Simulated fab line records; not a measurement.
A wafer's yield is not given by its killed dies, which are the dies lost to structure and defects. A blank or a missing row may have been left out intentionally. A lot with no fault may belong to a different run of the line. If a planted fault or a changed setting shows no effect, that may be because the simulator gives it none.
Matching of chambers / flow n5Finfet / N5_SDB_ALD_29 on aldSin-02 has 4 sister chambers
The step deposits SiNx, target thk 30 nm, pulse time 1 s, ald cycles 600. 8 wafers are shown with their chamber, then 11 later ones without.

WAFERS, EACH WITH ITS CHAMBER
wafer=L082.5; chamber=2; heaterPowerW (W)=871; precursorPulseHeightRel=1.003
wafer=L084.4; chamber=1; heaterPowerW (W)=915; precursorPulseHeightRel=0.994
wafer=L086.5; chamber=0; heaterPowerW (W)=894; precursorPulseHeightRel=1.013
wafer=L086.6; chamber=3; heaterPowerW (W)=663; precursorPulseHeightRel=1.004
wafer=L089.3; chamber=2; heaterPowerW (W)=870; precursorPulseHeightRel=1.011
wafer=L089.4; chamber=3; heaterPowerW (W)=647; precursorPulseHeightRel=1.026
wafer=L089.5; chamber=0; heaterPowerW (W)=883; precursorPulseHeightRel=0.991
wafer=L090.2; chamber=1; heaterPowerW (W)=877; precursorPulseHeightRel=1.039

WAFERS MISSING THEIR CHAMBER
wafer=L090.3; heaterPowerW (W)=884; precursorPulseHeightRel=0.992
wafer=L090.4; heaterPowerW (W)=658; precursorPulseHeightRel=1.004
wafer=L093.1; heaterPowerW (W)=864; precursorPulseHeightRel=0.981
wafer=L093.3; heaterPowerW (W)=858; precursorPulseHeightRel=1.003
wafer=L093.6; heaterPowerW (W)=890; precursorPulseHeightRel=1.023
wafer=L094.1; heaterPowerW (W)=893; precursorPulseHeightRel=1.001
wafer=L094.2; heaterPowerW (W)=898; precursorPulseHeightRel=0.987
wafer=L094.3; heaterPowerW (W)=884; precursorPulseHeightRel=0.997
wafer=L096.4; heaterPowerW (W)=665; precursorPulseHeightRel=1.020
wafer=L096.5; heaterPowerW (W)=887; precursorPulseHeightRel=0.987
wafer=L096.6; heaterPowerW (W)=903; precursorPulseHeightRel=1.012

THE CHAMBER EACH PASSED THROUGH
wafer=L090.3; from the rows above=can't be placed: 0 or 2 or 1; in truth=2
wafer=L090.4; from the rows above=3; in truth=3
wafer=L093.1; from the rows above=can't be placed: 2 or 0 or 1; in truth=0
wafer=L093.3; from the rows above=can't be placed: 2 or 0 or 1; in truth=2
wafer=L093.6; from the rows above=can't be placed: 1 or 0 or 2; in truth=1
wafer=L094.1; from the rows above=can't be placed: 0 or 1 or 2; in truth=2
wafer=L094.2; from the rows above=can't be placed: 0 or 1 or 2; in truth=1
wafer=L094.3; from the rows above=can't be placed: 0 or 2 or 1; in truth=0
wafer=L096.4; from the rows above=3; in truth=3
wafer=L096.5; from the rows above=can't be placed: 0 or 2 or 1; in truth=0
wafer=L096.6; from the rows above=can't be placed: 1 or 0 or 2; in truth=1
Correct placement for 2 of the 11. Can't be placed from these rows: 9 (the true chamber is among the candidates in 9). Number placed wrongly: 0.
How it was worked out, from the rows above alone: a wafer's distance from a chamber is the root of the sum, over the readings, of the square of ((its reading less the chamber's mean) divided by the reading's scatter). The wafer belongs to the nearest chamber; if the next one is less than 2 further off, it can't be placed. For every chamber, the mean is computed from those of its wafers that are shown. The scatter: the root of (the sum of the squares of (reading less its chamber's mean) over the shown wafers, divided by (wafers less chambers)).
